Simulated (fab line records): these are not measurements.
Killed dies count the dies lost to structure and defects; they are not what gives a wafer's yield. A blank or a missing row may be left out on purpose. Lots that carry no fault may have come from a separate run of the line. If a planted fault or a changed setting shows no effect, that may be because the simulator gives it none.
Matching of chambers / flow nand harc / cmp-04 running NHARC_P_BONDPAD_CMP_32: 4 sister chambers
The step polishes SiCN, target thk 200 nm. 8 wafers are shown with their chamber, then 9 later ones without.

== WAFERS, EACH WITH ITS CHAMBER ==
wafer=L077.6; chamber=1; motor current A (A)=11.8; slurry filter dp kPa (kPa)=13.57
wafer=L078.3; chamber=3; motor current A (A)=12.3; slurry filter dp kPa (kPa)=13.54
wafer=L078.6; chamber=1; motor current A (A)=11.8; slurry filter dp kPa (kPa)=13.39
wafer=L082.2; chamber=2; motor current A (A)=11.5; slurry filter dp kPa (kPa)=13.45
wafer=L082.5; chamber=2; motor current A (A)=11.2; slurry filter dp kPa (kPa)=13.65
wafer=L084.4; chamber=0; motor current A (A)=8.7; slurry filter dp kPa (kPa)=13.54
wafer=L084.5; chamber=0; motor current A (A)=8.5; slurry filter dp kPa (kPa)=13.67
wafer=L084.6; chamber=3; motor current A (A)=12.5; slurry filter dp kPa (kPa)=13.70

== WAFERS MISSING THEIR CHAMBER ==
wafer=L095.1; motor current A (A)=8.3; slurry filter dp kPa (kPa)=13.53
wafer=L095.2; motor current A (A)=11.6; slurry filter dp kPa (kPa)=13.36
wafer=L095.4; motor current A (A)=12.5; slurry filter dp kPa (kPa)=13.73
wafer=L096.2; motor current A (A)=11.1; slurry filter dp kPa (kPa)=13.63
wafer=L096.3; motor current A (A)=12.9; slurry filter dp kPa (kPa)=13.65
wafer=L096.6; motor current A (A)=8.4; slurry filter dp kPa (kPa)=13.34
wafer=L097.2; motor current A (A)=11.3; slurry filter dp kPa (kPa)=13.62
wafer=L097.3; motor current A (A)=12.4; slurry filter dp kPa (kPa)=13.35
wafer=L097.4; motor current A (A)=11.9; slurry filter dp kPa (kPa)=13.49

== WHICH CHAMBER EACH WENT THROUGH ==
wafer=L095.1; from the rows above=0; in truth=0
wafer=L095.2; from the rows above=can't be placed: 1 or 2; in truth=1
wafer=L095.4; from the rows above=3; in truth=3
wafer=L096.2; from the rows above=2; in truth=2
wafer=L096.3; from the rows above=3; in truth=3
wafer=L096.6; from the rows above=0; in truth=0
wafer=L097.2; from the rows above=2; in truth=2
wafer=L097.3; from the rows above=3; in truth=3
wafer=L097.4; from the rows above=1; in truth=1
Correctly placed: 8 of 9. Unplaceable from these rows: 1, with the true chamber sitting among the candidates in 1. Number placed wrongly: 0.
How it was worked out, from the rows above alone: a wafer's distance from a chamber is the root of the sum, over the readings, of the square of ((its reading less the chamber's mean) divided by the reading's scatter). The wafer belongs to the nearest chamber; if the next one is less than 2 further off, it can't be placed. Each chamber's mean is taken over the wafers shown for it. The scatter: take each reading less its chamber's mean, square it, sum over the shown wafers, divide by the number of wafers less the number of chambers, and take the root.
